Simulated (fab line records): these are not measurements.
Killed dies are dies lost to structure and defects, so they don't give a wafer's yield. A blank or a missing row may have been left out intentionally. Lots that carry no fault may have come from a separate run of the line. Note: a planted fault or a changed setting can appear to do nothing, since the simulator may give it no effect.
8D (eight disciplines) problem report, filled in by code / flow n5 finfet / the parts of the form that need people (team, actions taken, sign-off) are left out

1. THE PROBLEM
Wafers without a fault read 65 s, standard deviation 3.4; time to endpoint s at N5_BEOL_M9_CMP_52 reads a mean of 0 s on 9 wafers belonging to 3 lots. Relative to the usual mean, that is a shift of -19 standard deviations.
The step: polishes, stops on SiCOH lowk, t overpolish 7 s, target thk 140 nm.
First observed at day 14 15:29: wafer L681.3, on cmp-04. The record holds 28 wafers of 10 lots with a number at this step. Rule for "out", or "out of limits": more than 4 standard deviations from the usual mean. Any other wafer with a number is counted as sound.

2. WHAT THIS IS AND IS NOT
question=which readings at this step | is=time to endpoint s | is not=head pressure psi
question=which lots | is=L680, L681, L684 | is not=L667, L670, L671, L673, L676, L686, L687
question=which wafers of those lots | is=all that have a number | is not=-
question=read on which tools | is=cmp-03, cmp-04 | is not=cmp-02
question=when | is=from day 14 15:29 | is not=up to then (14 sound wafers); but 5 sound wafers of L686, L687 came after

3. THE SUSPECTS, EACH WITH WHAT RULES IT OUT
Counting: a tool at a process step up to the reading stays a suspect if it ran every lot that is out and no sound lot after the first of them.
- pvd sputter-01 at N5_BEOL_M9_SPUTTER_48 (material Cu, target thk 12 nm, time 2 s): ruled out as a lasting fault. Following L680 (day 14 14:44), the first lot on it that is out, the sound lots L686 were run on it.
Left after counting: nothing in the record.

4. THE CAUSE (what the simulator had put in)
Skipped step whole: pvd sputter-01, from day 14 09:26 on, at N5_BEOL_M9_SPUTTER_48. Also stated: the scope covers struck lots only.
Counting ruled it out, wrongly: the rule takes a fault to strike every lot that its tool runs from its start on, and this one did not.

5. THE EFFECT CHAIN, in route order
Rows list readings where the struck wafers' mean (over those with a number) sits beyond 3 standard deviations from the usual. Only readings for which the record gives a usual standard deviation are gone through. hours: the time from each lot's start at the first step in this table that gives one to its start at this step, as a median over the lots. sigmas: the change in usual standard deviations.
hours=0; step=N5_BEOL_M9_CMP_52; reading=time to endpoint s; usual=65 s; on struck wafers=0; change=-65; sigmas=-19
hours=58; step=N5_PASSIVATION_PROBE_49; reading=defect limited yield; usual=91.5 %; on struck wafers=0.0; change=-91.5; sigmas=-54
hours=58; step=N5_PASSIVATION_PROBE_49; reading=killed_at_M4_up; usual=13; on struck wafers=1097; change=+1084; sigmas=+99 or more
hours=58; step=N5_PASSIVATION_PROBE_49; reading=killed dies; usual=101; on struck wafers=1180; change=+1079; sigmas=+54
hours=58; step=N5_PASSIVATION_PROBE_49; reading=killed on rim; usual=13; on struck wafers=152; change=+139; sigmas=+34
hours=58; step=N5_PASSIVATION_PROBE_49; reading=sort_bin_5_function; usual=5.0 %; on struck wafers=96.5; change=+91.5; sigmas=+83
hours=58; step=N5_PASSIVATION_PROBE_49; reading=sort n pass; usual=1078; on struck wafers=0; change=-1078; sigmas=-54
hours=58; step=N5_PASSIVATION_PROBE_49; reading=sort yield pct; usual=91.4 %; on struck wafers=0.0; change=-91.4; sigmas=-54
Here are the process steps it includes:
- N5_BEOL_M9_CMP_52: polishes, stops on SiCOH lowk, t overpolish 7 s, target thk 140 nm.
- N5_PASSIVATION_PROBE_49
Readings that are blank on the struck wafers while sound wafers have them: bias v at N5_BEOL_M9_SPUTTER_48; cathode dc power W at N5_BEOL_M9_SPUTTER_48; chuck sensor temp C at N5_BEOL_M9_SPUTTER_48; throttle valve pct at N5_BEOL_M9_SPUTTER_48.

6. HOW IT WOULD HAVE BEEN CAUGHT EARLIER
In this record no reading fell out of limits until day 14 15:29, 6 hours after the fault had begun at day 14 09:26.
At N5_BEOL_M9_SPUTTER_48 the tool's readings are blank on the struck wafers, where sound wafers have them: an empty tool record is the first sign, and it was there at once.
